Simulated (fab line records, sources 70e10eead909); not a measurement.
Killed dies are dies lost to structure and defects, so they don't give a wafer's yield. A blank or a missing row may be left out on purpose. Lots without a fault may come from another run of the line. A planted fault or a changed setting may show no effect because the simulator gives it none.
fab line records | flow nand_harc
record lots=13 wafers=39 last_day=31
route steps=1302 shown A_M0@1161 A_M1@1176 END@1302
lots that met no fault: from a run of the same line without faults
start_h: hours from the record's first day to the start of the lot's first wafer shown | wait_h: hours since the lot's step before | " the same as in the row above | L1.1+2: a row that stands for several wafers | - no value, or no start given | * or withheld: withheld | < > ~ a bound
route shown NAME@n: a module of which the file shows steps, and the number in the route of the first | usual: mean/standard deviation of fault-free wafers | same: alike in all rows | chamber/n: place in a boat | sites: the reading at each site | _std_site: their standard deviation | _edge_site: outer sites' mean less inner sites' | radius_mm: how far each site lies from the wafer's centre | mask NAME#n: copy n | behind: the tool/chamber that last shaped the wafer | hold: why the lot was held/for how many hours/how that ended | device: the transistor (n, p or np) that didn't switch | end of line: the same wafers' tests at the end of the route | a step without rows: its recipe alone | killed: dies lost to structure and defects at the first sort, not the wafer's yield | map: a wafer's dies, x killed, . not, _ none there
set.NAME: the setting as run; set.NAME@STEP: as run at that earlier step | model.NAME: the simulator's own value behind a step, which no gauge read
steps of the route over a sample of lots; a table a step, a row a wafer
services: from which hour (start_h, from the record's first day; less than 0 if before it) a tool's chamber was out of use, for how many hours, and why
## steps
# step NHARC_A_M0_ANNEAL_30
# recipe temp_c=225 time_s=90
# usual wafer_temp_C_max=226.5/0.32
# columns lot.wafer tool chamber start_h wait_h wafer_temp_C_max
L574.3 rtp_anneal-01 0 541.67 - 226.4
L574.4 " 0 " " 226.3
L574.6 " 0 " " 226.8
L573.2 rtp_anneal-01 0 543.80 0.4 226.8
L573.5 " 0 " " 226.0
L573.6 " 0 " " 226.6
L576.1 rtp_anneal-02 0 544.45 - 226.7
L576.2 " 0 " " 227.3
L576.3 " 0 " " 226.1
L575.2 rtp_anneal-02 0 547.89 0.5 226.9
L575.4 " 0 " " 226.9
L575.5 " 0 " " 226.2
L579.1 rtp_anneal-02 0 589.78 0.3 226.6
L579.2 " 0 " " 226.6
L579.5 " 0 " " 226.9
L578.2 rtp_anneal-01 0 591.85 0.3 226.0
L578.4 " 0 " " 226.5
L578.5 " 0 " " 226.4
L581.1 rtp_anneal-01 0 617.48 - 226.5
L581.2 " 0 " " 226.1
L581.6 " 0 " " 226.1
L583.2 rtp_anneal-01 0 621.19 - 225.8
L583.4 " 0 " " 226.3
L583.6 " 0 " " 226.5
L584.3 rtp_anneal-01 0 622.65 0.3 226.4
L584.5 " 0 " " 226.3
L584.6 " 0 " " 226.2
L585.2 rtp_anneal-02 0 636.51 - 226.9
L585.3 " 0 " " 226.8
L585.5 " 0 " " 226.8
L586.2 rtp_anneal-01 0 666.84 0.3 226.6
L586.3 " 0 " " 226.8
L586.5 " 0 " " 226.2
L587.1 rtp_anneal-01 0 667.42 0.3 226.7
L587.2 " 0 " " 226.6
L587.4 " 0 " " 226.3
L591.1 rtp_anneal-02 0 713.52 - 226.4
L591.3 " 0 " " 226.5
L591.5 " 0 " " 225.8
# step NHARC_A_M0_PRE_CLEAN_31
# recipe time_s=12 temp_c=370 rf_power_w=300 gas=NH3
# usual heater_power_w=593/88
# columns lot.wafer tool chamber start_h wait_h heater_power_w
L574.3 pecvd-03 0 542.48 0.1 486
L574.6 " 1 " " 494
L574.4 " 2 " " 510
L573.2 pecvd-04 0 544.64 0.1 666
L573.5 " 1 " " 632
L573.6 " 2 " " 764
L576.2 pecvd-03 1 545.33 0.1 534
L576.1 " 2 " " 472
L576.3 " 0 " " 485
L575.2 pecvd-01 0 548.73 0.1 590
L575.4 " 0 " " 625
L575.5 " 1 " " 484
L579.1 pecvd-01 1 590.66 0.1 538
L579.2 " 0 " " 664
L579.5 " 0 " " 659
L578.2 pecvd-01 2 592.68 0.1 664
L578.5 " 2 " " 668
L578.4 " 0 " " 620
L581.1 pecvd-04 0 618.35 0.1 665
L581.2 " 2 " " 743
L581.6 " 0 " " 626
L583.2 pecvd-01 2 622.05 0.1 668
L583.6 " 0 " " 678
L583.4 " 1 " " 493
L584.3 pecvd-03 0 623.46 0.1 478
L584.5 " 1 " " 504
L584.6 " 2 " " 465
L585.3 pecvd-03 2 637.34 0.1 517
L585.2 " 0 " " 509
L585.5 " 0 " " 510
L586.2 pecvd-04 2 667.67 0.1 628
L586.3 " 0 " " 672
L586.5 " 0 " " 677
L587.2 pecvd-01 1 668.30 0.1 474
L587.1 " 0 " " 710
L587.4 " 2 " " 725
L591.3 pecvd-01 2 714.44 0.1 653
L591.1 " 0 " " 623
L591.5 " 0 " " 633
# step NHARC_A_M0_DEP_32
# recipe target_thk_a=300 temp_c=370 target_thk_nm=30 pressure_torr=3 flow_sccm=200 rf_w=450 material=SiCN
# usual heater_power_w=546/86
# columns lot.wafer tool chamber start_h wait_h heater_power_w
L574.3 pecvd-03 0 542.62 0.1 457
L574.6 " 1 " " 520
L574.4 " 2 " " 414
L573.2 pecvd-04 0 544.72 0.1 565
L573.5 " 1 " " 658
L573.6 " 2 " " 630
L576.2 pecvd-03 1 545.41 0.1 515
L576.1 " 2 " " 448
L576.3 " 0 " " 408
L575.2 pecvd-01 0 548.81 0.1 625
L575.4 " 0 " " 623
L575.5 " 1 " " 504
L579.1 pecvd-01 1 590.74 0.1 456
L579.2 " 0 " " 542
L579.5 " 0 " " 552
L578.2 pecvd-01 2 592.76 0.1 628
L578.5 " 2 " " 650
L578.4 " 0 " " 648
L581.1 pecvd-04 0 618.43 0.1 625
L581.2 " 2 " " 661
L581.6 " 0 " " 635
L583.2 pecvd-01 2 622.19 0.1 700
L583.6 " 0 " " 531
L583.4 " 1 " " 499
L584.3 pecvd-03 0 623.53 0.1 510
L584.5 " 1 " " 505
L584.6 " 2 " " 417
L585.3 pecvd-03 2 637.42 0.1 496
L585.2 " 0 " " 432
L585.5 " 0 " " 441
L586.2 pecvd-04 2 667.75 0.1 661
L586.3 " 0 " " 629
L586.5 " 0 " " 622
L587.2 pecvd-01 1 668.38 0.1 475
L587.1 " 0 " " 631
L587.4 " 2 " " 669
L591.3 pecvd-01 2 714.52 0.1 545
L591.1 " 0 " " 547
L591.5 " 0 " " 548
# step NHARC_A_M1_EXPOSE_06
# recipe na=1.35 target_cd_nm=120 dose_mj=75.13 mask_id=A_M1
# usual exposure_dose_mJ_cm2=75.12/0.074
# columns lot.wafer tool chamber start_h wait_h mask exposure_dose_mJ_cm2
L574.3 arfi_scanner-01 0 543.65 - A_M1#0 75.17
L574.4 " 0 " " A_M1#0 75.15
L574.6 " 0 " " A_M1#0 75.14
L573.2 arfi_scanner-01 0 545.71 - A_M1#0 75.12
L573.5 " 0 " " A_M1#0 75.15
L573.6 " 0 " " A_M1#0 75.14
L576.1 arfi_scanner-02 0 546.52 - A_M1#0 75.13
L576.2 " 0 " " A_M1#0 75.17
L576.3 " 0 " " A_M1#0 75.15
L575.2 arfi_scanner-01 0 549.94 - A_M1#0 75.08
L575.4 " 0 " " A_M1#0 75.15
L575.5 " 0 " " A_M1#0 75.16
L579.1 arfi_scanner-01 0 591.71 - A_M1#0 75.01
L579.2 " 0 " " A_M1#0 75.10
L579.5 " 0 " " A_M1#0 75.19
L578.2 arfi_scanner-02 0 593.87 - A_M1#0 75.15
L578.4 " 0 " " A_M1#0 75.18
L578.5 " 0 " " A_M1#0 75.24
L581.1 arfi_scanner-01 0 619.53 - A_M1#0 75.12
L581.2 " 0 " " A_M1#0 74.99
L581.6 " 0 " " A_M1#0 75.09
L583.2 arfi_scanner-01 0 623.22 - A_M1#0 75.16
L583.4 " 0 " " A_M1#0 75.13
L583.6 " 0 " " A_M1#0 75.11
L584.3 arfi_scanner-01 0 624.53 - A_M1#0 75.16
L584.5 " 0 " " A_M1#0 75.15
L584.6 " 0 " " A_M1#0 75.16
L585.2 arfi_scanner-02 0 638.51 - A_M1#0 75.10
L585.3 " 0 " " A_M1#0 75.09
L585.5 " 0 " " A_M1#0 75.14
L586.2 arfi_scanner-02 0 668.74 - A_M1#0 75.17
L586.3 " 0 " " A_M1#0 75.16
L586.5 " 0 " " A_M1#0 75.12
L587.1 arfi_scanner-02 0 669.41 - A_M1#0 75.17
L587.2 " 0 " " A_M1#0 75.11
L587.4 " 0 " " A_M1#0 75.11
L591.1 arfi_scanner-02 0 715.50 - A_M1#0 72.56
L591.3 " 0 " " A_M1#0 72.55
L591.5 " 0 " " A_M1#0 72.43
# step NHARC_A_M1_CD_MEAS_09
# recipe target_cd_nm=120 landing_energy_ev=500
# usual cd_nm=120.1/0.59
# columns lot.wafer tool chamber start_h wait_h cd_nm
L574.3 cd_sem-02 0 543.79 - 120.7
L574.4 " 0 " " 120.3
L574.6 " 0 " " 119.9
L573.2 cd_sem-02 0 545.86 - 120.5
L573.5 " 0 " " 120.3
L573.6 " 0 " " 119.6
L576.1 cd_sem-02 0 546.66 - 121.9
L576.2 " 0 " " 120.3
L576.3 " 0 " " 120.5
L575.2 cd_sem-02 0 550.08 - 119.6
L575.4 " 0 " " 120.1
L575.5 " 0 " " 120.4
L579.1 cd_sem-03 0 591.85 - 119.0
L579.2 " 0 " " 119.3
L579.5 " 0 " " 120.0
L578.2 cd_sem-03 0 594.01 - 120.1
L578.4 " 0 " " 119.9
L578.5 " 0 " " 121.4
L581.1 cd_sem-03 0 619.67 - 119.9
L581.2 " 0 " " 119.5
L581.6 " 0 " " 119.5
L583.2 cd_sem-01 0 623.35 - 120.1
L583.4 " 0 " " 120.6
L583.6 " 0 " " 120.1
L584.3 cd_sem-03 0 624.67 - 119.1
L584.5 " 0 " " 119.8
L584.6 " 0 " " 120.1
L585.2 cd_sem-03 0 638.65 - 120.4
L585.3 " 0 " " 120.5
L585.5 " 0 " " 120.8
L586.2 cd_sem-01 0 668.88 - 120.6
L586.3 " 0 " " 121.1
L586.5 " 0 " " 119.8
L587.1 cd_sem-02 0 669.55 - 120.9
L587.2 " 0 " " 120.7
L587.4 " 0 " " 120.3
L591.1 cd_sem-03 0 715.64 - 121.3
L591.3 " 0 " " 127.4
L591.5 " 0 " " 129.9
# step NHARC_END_SORT_01
# recipe temp_c=25
# usual defect_limited_yield=90/3.4 killed_at_array=62/22 killed_at_other=1.0/1.4 killed_at_periphery=4.2/2.8 killed_dies=67/23 killed_open=3.1/1.7 killed_short=2.1/1.5
# same gross_dies=677
# columns lot.wafer tool chamber start_h wait_h defect_limited_yield[%] killed_at_array killed_at_other killed_at_periphery killed_dies killed_open killed_short
L576.1 prober-01 0 580.08 2.5 92 47 2 6 55 5 3
L576.2 prober-01 0 580.88 2.8 93 45 2 2 49 2 2
L576.3 prober-01 0 581.68 3.1 91 53 3 4 60 5 1
L573.2 prober-02 0 580.89 2.8 92 47 0 8 55 3 2
L573.5 prober-02 0 583.27 3.7 93 45 0 5 50 3 2
L573.6 prober-02 0 584.06 4.0 91 56 1 2 59 5 1
L575.2 prober-01 0 588.71 2.8 89 72 0 2 74 0 1
L575.4 prober-01 0 590.29 3.4 90 64 0 6 70 2 1
L575.5 prober-01 0 591.08 3.7 87 76 0 10 86 4 1
L574.3 prober-02 0 589.44 3.1 88 74 2 5 81 2 0
L574.4 prober-02 0 590.24 3.4 87 84 0 5 89 6 6
L574.6 prober-02 0 591.83 4.0 89 72 1 3 76 4 3
L579.1 prober-02 0 628.51 2.5 87 80 4 5 89 7 1
L579.2 prober-02 0 629.31 2.8 88 71 3 6 80 4 0
L579.5 prober-02 0 631.74 3.7 86 94 1 2 97 2 2
L578.2 prober-01 0 630.54 2.8 84 106 0 3 109 3 1
L578.4 prober-01 0 632.14 3.4 85 97 0 7 104 4 1
L578.5 prober-01 0 632.94 3.7 87 83 1 2 86 3 1
L581.1 prober-02 0 653.89 2.5 88 80 0 4 84 6 5
L581.2 prober-02 0 654.69 2.8 88 80 0 2 82 1 3
L581.6 prober-02 0 657.88 4.0 87 81 3 2 86 3 1
L583.2 prober-02 0 662.44 2.8 88 77 1 4 82 4 5
L583.4 prober-02 0 664.05 3.4 88 72 0 6 78 4 5
L583.6 prober-02 0 665.66 4.0 91 58 1 4 63 2 1
L584.3 prober-01 0 663.35 3.1 92 54 0 0 54 1 5
L584.5 prober-01 0 664.96 3.7 92 55 0 0 55 3 5
L584.6 prober-01 0 665.77 4.0 92 55 2 0 57 3 3
L585.2 prober-02 0 676.06 2.8 94 38 0 0 38 0 2
L585.3 prober-02 0 676.87 3.1 94 36 1 1 38 4 3
L585.5 prober-02 0 678.48 3.7 94 42 0 2 44 3 2
L587.1 prober-01 0 706.43 2.5 91 61 0 1 62 0 1
L587.2 prober-01 0 707.23 2.8 92 53 0 4 57 4 2
L587.4 prober-01 0 708.83 3.4 92 49 0 3 52 1 3
L586.2 prober-02 0 707.24 2.8 88 77 0 5 82 4 1
L586.3 prober-02 0 708.04 3.1 90 65 0 4 69 1 0
L586.5 prober-02 0 709.65 3.7 89 65 0 8 73 2 7
L591.1 prober-01 0 748.60 2.5 81 119 0 9 128 3 2
L591.3 prober-01 0 750.19 3.1 86 85 0 7 92 0 1
L591.5 prober-01 0 751.77 3.7 85 94 0 9 103 2 2
# killed by level:class
L576.1 A_SLIT:chamber_film_flake=19 A_CHANNEL_HOLE_D2:chamber_film_flake=12 A_CONTACT:chamber_film_flake=5 P_M0:chamber_film_flake=4 A_CHANNEL_FILL_D2:geometric_particle:open=2 A_STAIRCASE:chamber_film_flake=2 THIN_TSV:chamber_film_flake=2 P_M0:geometric_particle:short=1
L576.2 A_SLIT:chamber_film_flake=23 A_CHANNEL_HOLE_D2:chamber_film_flake=8 A_CONTACT:chamber_film_flake=6 A_STAIRCASE:chamber_film_flake=3 A_CHANNEL_HOLE_D1:chamber_film_flake=2 P_STI:geometric_particle:short=1 A_ONON_D2:geometric_particle:open=1 A_CHANNEL_FILL_D2:geometric_particle:open=1
L573.2 A_CHANNEL_HOLE_D2:chamber_film_flake=31 A_CONTACT:chamber_film_flake=6 P_M1:chamber_film_flake=4 P_ZERO_WELL:chamber_film_flake=3 A_STAIRCASE:chamber_film_flake=2 A_SOURCE_PLATE:geometric_particle:short=1 A_BLC:geometric_particle:short=1 A_ONON_D1:geometric_particle:open=1
L576.3 A_SLIT:chamber_film_flake=21 A_CONTACT:chamber_film_flake=10 A_CHANNEL_HOLE_D2:chamber_film_flake=9 A_CHANNEL_HOLE_D1:chamber_film_flake=3 P_GATE:chamber_film_flake=2 P_M0:chamber_film_flake=2 A_CHANNEL_FILL_D1:chamber_film_flake=2 A_STAIRCASE:chamber_film_flake=2
L573.5 A_CHANNEL_HOLE_D2:chamber_film_flake=24 A_CONTACT:chamber_film_flake=10 P_GATE:chamber_film_flake=3 A_WL_FILL:geometric_particle:open=2 P_M1:chamber_film_flake=2 A_CHANNEL_HOLE_D1:chamber_film_flake=2 A_STAIRCASE:chamber_film_flake=2 A_SGD_CUT:geometric_particle:short=1
L573.6 A_CHANNEL_HOLE_D2:chamber_film_flake=24 A_CONTACT:chamber_film_flake=9 A_STAIRCASE:chamber_film_flake=8 A_DECK1_JOINT:chamber_film_flake=3 A_WL_FILL:chamber_film_flake=3 P_GATE:chamber_film_flake=2 A_CHANNEL_HOLE_D1:chamber_film_flake=2 A_ONON_D1:geometric_particle:open=1
L575.2 A_CHANNEL_HOLE_D1:chamber_film_flake=34 A_CHANNEL_HOLE_D2:chamber_film_flake=32 A_STAIRCASE:chamber_film_flake=3 P_GATE:chamber_film_flake=2 A_CONTACT:chamber_film_flake=2 A_CHANNEL_FILL_D2:geometric_particle:short=1
L574.3 A_CHANNEL_HOLE_D1:chamber_film_flake=28 A_SLIT:chamber_film_flake=27 A_CHANNEL_HOLE_D2:chamber_film_flake=8 A_STAIRCASE:chamber_film_flake=5 A_CONTACT:chamber_film_flake=4 P_STI:chamber_film_flake=3 THIN_TSV:chamber_film_flake=2 P_M0:geometric_particle:open=1
L574.4 A_CHANNEL_HOLE_D1:chamber_film_flake=34 A_SLIT:chamber_film_flake=26 A_CHANNEL_HOLE_D2:chamber_film_flake=11 A_STAIRCASE:chamber_film_flake=2 A_CONTACT:chamber_film_flake=2 P_GATE:geometric_particle:short=1 P_M0:geometric_particle:short=1 P_M1:geometric_particle:open=1
L575.4 A_CHANNEL_HOLE_D1:chamber_film_flake=28 A_CHANNEL_HOLE_D2:chamber_film_flake=25 P_GATE:chamber_film_flake=5 A_CONTACT:chamber_film_flake=4 A_STAIRCASE:chamber_film_flake=2 P_M2:geometric_particle:open=1 A_SOURCE_PLATE:geometric_particle:open=1 A_WL_FILL:geometric_particle:short=1
L575.5 A_CHANNEL_HOLE_D2:chamber_film_flake=34 A_CHANNEL_HOLE_D1:chamber_film_flake=29 P_GATE:chamber_film_flake=8 A_CONTACT:chamber_film_flake=5 A_ZERO_WELL:chamber_film_flake=2 P_GATE:geometric_particle:open=1 P_M0:geometric_particle:open=1 A_ONON_D1:geometric_particle:open=1
L574.6 A_CHANNEL_HOLE_D1:chamber_film_flake=27 A_SLIT:chamber_film_flake=21 A_CHANNEL_HOLE_D2:chamber_film_flake=7 A_CONTACT:chamber_film_flake=5 A_STAIRCASE:chamber_film_flake=4 A_ONON_D1:geometric_particle:short=2 A_WL_FILL:chamber_film_flake=2 P_CONTACT:geometric_particle:open=1
L579.1 A_SLIT:chamber_film_flake=24 A_CHANNEL_HOLE_D1:chamber_film_flake=22 A_STAIRCASE:chamber_film_flake=9 A_CHANNEL_HOLE_D2:chamber_film_flake=8 A_WL_FILL:chamber_film_flake=5 THIN_TSV:chamber_film_flake=4 A_SOURCE_PLATE:geometric_particle:open=2 P_ZERO_WELL:chamber_film_flake=2
L579.2 A_CHANNEL_HOLE_D1:chamber_film_flake=28 A_SLIT:chamber_film_flake=26 A_CHANNEL_HOLE_D2:chamber_film_flake=5 A_STAIRCASE:chamber_film_flake=3 A_WL_FILL:chamber_film_flake=2 A_DECK1_JOINT:chamber_film_flake=2 THIN_TSV:chamber_film_flake=2 P_CONTACT:geometric_particle:open=1
L578.2 A_CHANNEL_HOLE_D2:chamber_film_flake=32 A_SLIT:chamber_film_flake=32 A_CHANNEL_HOLE_D1:chamber_film_flake=30 A_CONTACT:chamber_film_flake=7 P_M1:chamber_film_flake=2 A_CHANNEL_HOLE_D1:geometric_particle:open=1 A_ONON_D2:geometric_particle:short=1 A_SGD_CUT:geometric_particle:open=1
L579.5 A_SLIT:chamber_film_flake=34 A_CHANNEL_HOLE_D1:chamber_film_flake=30 A_CHANNEL_HOLE_D2:chamber_film_flake=12 A_STAIRCASE:chamber_film_flake=5 A_WL_FILL:chamber_film_flake=5 A_CHANNEL_FILL_D1:chamber_film_flake=2 A_CHANNEL_FILL_D2:chamber_film_flake=2 P_CONTACT:geometric_particle:short=1
L578.4 A_CHANNEL_HOLE_D1:chamber_film_flake=31 A_SLIT:chamber_film_flake=30 A_CHANNEL_HOLE_D2:chamber_film_flake=26 A_CONTACT:chamber_film_flake=5 P_GATE:chamber_film_flake=3 P_STI:geometric_particle:short=1 P_M0:geometric_particle:open=1 A_CHANNEL_FILL_D1:geometric_particle:open=1
L578.5 A_SLIT:chamber_film_flake=27 A_CHANNEL_HOLE_D2:chamber_film_flake=26 A_CHANNEL_HOLE_D1:chamber_film_flake=18 A_CONTACT:chamber_film_flake=6 A_DECK1_JOINT:chamber_film_flake=2 P_CONTACT:geometric_particle:open=1 A_DECK1_JOINT:geometric_particle:open=1 A_M0:geometric_particle:open=1
L581.1 A_CHANNEL_HOLE_D1:chamber_film_flake=32 A_SLIT:chamber_film_flake=28 A_CHANNEL_HOLE_D2:chamber_film_flake=6 A_CONTACT:chamber_film_flake=3 A_WL_FILL:geometric_particle:open=2 P_GATE:geometric_particle:open=1 P_CONTACT:geometric_particle:open=1 P_M0:geometric_particle:short=1
L581.2 A_CHANNEL_HOLE_D1:chamber_film_flake=33 A_SLIT:chamber_film_flake=23 A_CHANNEL_HOLE_D2:chamber_film_flake=12 A_CONTACT:chamber_film_flake=3 P_ZERO_WELL:chamber_film_flake=2 A_WL_FILL:chamber_film_flake=2 A_CHANNEL_FILL_D1:geometric_particle:short=1 A_DECK1_JOINT:geometric_particle:short=1
L581.6 A_SLIT:chamber_film_flake=32 A_CHANNEL_HOLE_D1:chamber_film_flake=31 A_CHANNEL_HOLE_D2:chamber_film_flake=12 A_CONTACT:chamber_film_flake=3 THIN_TSV:chamber_film_flake=2 P_CONTACT:geometric_particle:open=1 A_DECK1_JOINT:geometric_particle:open=1 A_CHANNEL_HOLE_D2:geometric_particle:short=1
L583.2 A_CHANNEL_HOLE_D1:chamber_film_flake=35 A_CHANNEL_HOLE_D2:chamber_film_flake=21 A_CONTACT:chamber_film_flake=4 P_M2:chamber_film_flake=3 A_SLIT:chamber_film_flake=3 A_CHANNEL_FILL_D1:geometric_particle:short=2 A_M0:geometric_particle:open=2 A_DECK1_JOINT:chamber_film_flake=2
L584.3 A_SLIT:chamber_film_flake=30 A_CHANNEL_HOLE_D1:chamber_film_flake=8 A_CONTACT:chamber_film_flake=3 A_ONON_D2:geometric_particle:short=2 A_WL_FILL:geometric_particle:short=2 A_SGD_CUT:chamber_film_flake=2 A_CHANNEL_FILL_D1:geometric_particle:open=1 A_CHANNEL_FILL_D2:geometric_particle:short=1
L583.4 A_CHANNEL_HOLE_D1:chamber_film_flake=34 A_CHANNEL_HOLE_D2:chamber_film_flake=22 A_CONTACT:chamber_film_flake=4 A_DECK1_JOINT:chamber_film_flake=3 A_ONON_D1:geometric_particle:short=2 A_WL_FILL:geometric_particle:short=2 P_STI:chamber_film_flake=2 P_M2:chamber_film_flake=2
L584.5 A_SLIT:chamber_film_flake=31 A_CHANNEL_HOLE_D1:chamber_film_flake=8 A_DECK1_JOINT:geometric_particle:short=2 A_STAIRCASE:chamber_film_flake=2 A_CONTACT:chamber_film_flake=2 A_ONON_D1:geometric_particle:open=1 A_ONON_D1:geometric_particle:short=1 A_CHANNEL_FILL_D1:geometric_particle:short=1
L583.6 A_CHANNEL_HOLE_D1:chamber_film_flake=27 A_CHANNEL_HOLE_D2:chamber_film_flake=19 A_CONTACT:chamber_film_flake=7 P_M2:chamber_film_flake=3 A_DECK1_JOINT:chamber_film_flake=2 P_STI:geometric_particle:short=1 A_CHANNEL_FILL_D2:geometric_particle:open=1 A_WL_FILL:geometric_particle:open=1
L584.6 A_SLIT:chamber_film_flake=35 A_CHANNEL_HOLE_D1:chamber_film_flake=6 A_WL_FILL:geometric_particle:short=3 A_CONTACT:chamber_film_flake=3 THIN_TSV:chamber_film_flake=2 A_STAIRCASE:geometric_particle:open=1 A_WL_FILL:geometric_particle:open=1 A_M0:geometric_particle:open=1
L585.2 A_CHANNEL_HOLE_D2:chamber_film_flake=16 A_CHANNEL_HOLE_D1:chamber_film_flake=8 A_CONTACT:chamber_film_flake=4 A_SLIT:chamber_film_flake=3 A_DECK1_JOINT:chamber_film_flake=2 A_STAIRCASE:chamber_film_flake=2 A_SOURCE_PLATE:geometric_particle:short=1 A_SGD_CUT:geometric_particle:short=1
L585.3 A_CHANNEL_HOLE_D2:chamber_film_flake=19 A_CHANNEL_HOLE_D1:chamber_film_flake=7 P_M0:geometric_particle:open=1 A_ONON_D1:geometric_particle:short=1 A_ONON_D1:geometric_particle:open=1 A_CHANNEL_FILL_D1:geometric_particle:short=1 A_CHANNEL_FILL_D1:geometric_particle:open=1 A_DECK1_JOINT:geometric_particle:short=1
L585.5 A_CHANNEL_HOLE_D2:chamber_film_flake=20 A_CHANNEL_HOLE_D1:chamber_film_flake=10 A_DECK1_JOINT:chamber_film_flake=2 A_SLIT:chamber_film_flake=2 A_CONTACT:chamber_film_flake=2 A_M1:chamber_film_flake=2 P_CONTACT:geometric_particle:open=1 P_M0:geometric_particle:open=1
L587.1 A_CHANNEL_HOLE_D2:chamber_film_flake=37 A_CHANNEL_HOLE_D1:chamber_film_flake=14 A_SLIT:chamber_film_flake=3 A_STAIRCASE:chamber_film_flake=2 A_CONTACT:chamber_film_flake=2 A_WL_FILL:geometric_particle:short=1 P_GATE:chamber_film_flake=1 A_WL_FILL:chamber_film_flake=1
L587.2 A_CHANNEL_HOLE_D2:chamber_film_flake=27 A_CHANNEL_HOLE_D1:chamber_film_flake=12 A_CONTACT:chamber_film_flake=5 A_SLIT:chamber_film_flake=4 P_CONTACT:geometric_particle:open=2 P_STI:geometric_particle:open=1 A_ONON_D2:geometric_particle:short=1 A_CHANNEL_FILL_D2:geometric_particle:short=1
L586.2 A_CHANNEL_HOLE_D1:chamber_film_flake=31 A_CHANNEL_HOLE_D2:chamber_film_flake=30 A_CHANNEL_FILL_D1:chamber_film_flake=3 A_SGD_CUT:chamber_film_flake=3 A_SLIT:chamber_film_flake=3 P_GATE:chamber_film_flake=2 A_CONTACT:chamber_film_flake=2 P_CONTACT:geometric_particle:open=1
L586.3 A_CHANNEL_HOLE_D2:chamber_film_flake=26 A_CHANNEL_HOLE_D1:chamber_film_flake=24 A_SLIT:chamber_film_flake=5 A_SGD_CUT:chamber_film_flake=3 P_STI:chamber_film_flake=2 A_STAIRCASE:chamber_film_flake=2 A_WL_FILL:chamber_film_flake=2 A_CHANNEL_HOLE_D2:geometric_particle:open=1
L587.4 A_CHANNEL_HOLE_D2:chamber_film_flake=29 A_CHANNEL_HOLE_D1:chamber_film_flake=11 A_CONTACT:chamber_film_flake=4 P_CONTACT:geometric_particle:short=2 A_WL_FILL:chamber_film_flake=2 A_ONON_D1:geometric_particle:short=1 A_WL_FILL:geometric_particle:open=1 P_STI:chamber_film_flake=1
L586.5 A_CHANNEL_HOLE_D1:chamber_film_flake=27 A_CHANNEL_HOLE_D2:chamber_film_flake=22 A_SGD_CUT:chamber_film_flake=4 P_GATE:chamber_film_flake=3 A_CHANNEL_FILL_D1:geometric_particle:short=2 A_WL_FILL:geometric_particle:short=2 P_STI:chamber_film_flake=2 A_SLIT:chamber_film_flake=2
L591.1 A_SLIT:chamber_film_flake=37 A_CHANNEL_HOLE_D1:chamber_film_flake=30 A_CHANNEL_HOLE_D2:chamber_film_flake=26 A_STAIRCASE:chamber_film_flake=10 A_CONTACT:chamber_film_flake=6 P_STI:chamber_film_flake=5 A_WL_FILL:chamber_film_flake=5 P_M2:chamber_film_flake=2
L591.3 A_CHANNEL_HOLE_D1:chamber_film_flake=26 A_SLIT:chamber_film_flake=26 A_CHANNEL_HOLE_D2:chamber_film_flake=13 A_CONTACT:chamber_film_flake=10 A_STAIRCASE:chamber_film_flake=8 P_STI:chamber_film_flake=4 A_CONTACT:geometric_particle:short=1 P_ZERO_WELL:chamber_film_flake=1
L591.5 A_CHANNEL_HOLE_D1:chamber_film_flake=33 A_SLIT:chamber_film_flake=26 A_CHANNEL_HOLE_D2:chamber_film_flake=22 A_CONTACT:chamber_film_flake=5 P_M2:chamber_film_flake=4 A_STAIRCASE:chamber_film_flake=4 P_STI:chamber_film_flake=2 P_STI:geometric_particle:short=1
## services
# columns tool chamber start_h hours kind
pecvd-01 1 520.66 6.6 repair
pecvd-01 0 522.99 - clean
pecvd-01 2 522.99 - clean
pecvd-04 1 531.54 3.0 repair
arfi_scanner-01 - 532.84 0.7 repair
pecvd-01 - 532.98 0.5 repair
pecvd-03 - 547.56 13.0 pm
pecvd-03 0 547.56 13.0 vent_cycle
pecvd-03 1 547.56 13.0 vent_cycle
arfi_scanner-01 - 557.55 2.1 repair
arfi_scanner-01 - 596.00 4.0 pm
arfi_scanner-02 - 625.86 1.3 repair
pecvd-04 - 631.38 13.0 pm
arfi_scanner-01 - 640.22 1.4 repair
pecvd-03 0 648.50 4.9 repair
arfi_scanner-02 - 658.95 4.0 pm
pecvd-01 - 691.12 13.0 pm
pecvd-01 0 691.12 13.0 vent_cycle
pecvd-01 1 691.12 13.0 vent_cycle
pecvd-01 2 691.12 13.0 vent_cycle
pecvd-01 0 704.12 - clean
pecvd-01 1 704.12 - clean
pecvd-01 2 704.12 - clean
arfi_scanner-01 - 705.60 6.4 repair
## key
first_sign step=NHARC_A_M1_EXPOSE_06 reading=exposure_dose_mJ_cm2 direction=down sigmas=35 usual=75.12 struck=72.51
effect step=NHARC_A_M1_CD_MEAS_09 reading=cd_nm direction=up sigmas=10 usual=120.1 struck=126.2 through=control_loop
met_at NHARC_A_M1_EXPOSE_06
struck_lots L591
loop_trim step=NHARC_A_M1_EXPOSE_06 setting=dose lots=L591
not_acting_at NHARC_A_M0_ANNEAL_30,NHARC_A_M0_PRE_CLEAN_31,NHARC_A_M0_DEP_32
onset_between 669.41 715.50
fault kind=process_parameter_drift tool=arfi_scanner-02 chamber=- onset_h=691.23 steps=NHARC_A_M1_EXPOSE_06 channel=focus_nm offset=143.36 spread_by_wafer=0.3 shape=step end_h=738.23
# loop_trim: a control loop set the setting to another value than it would have without faults
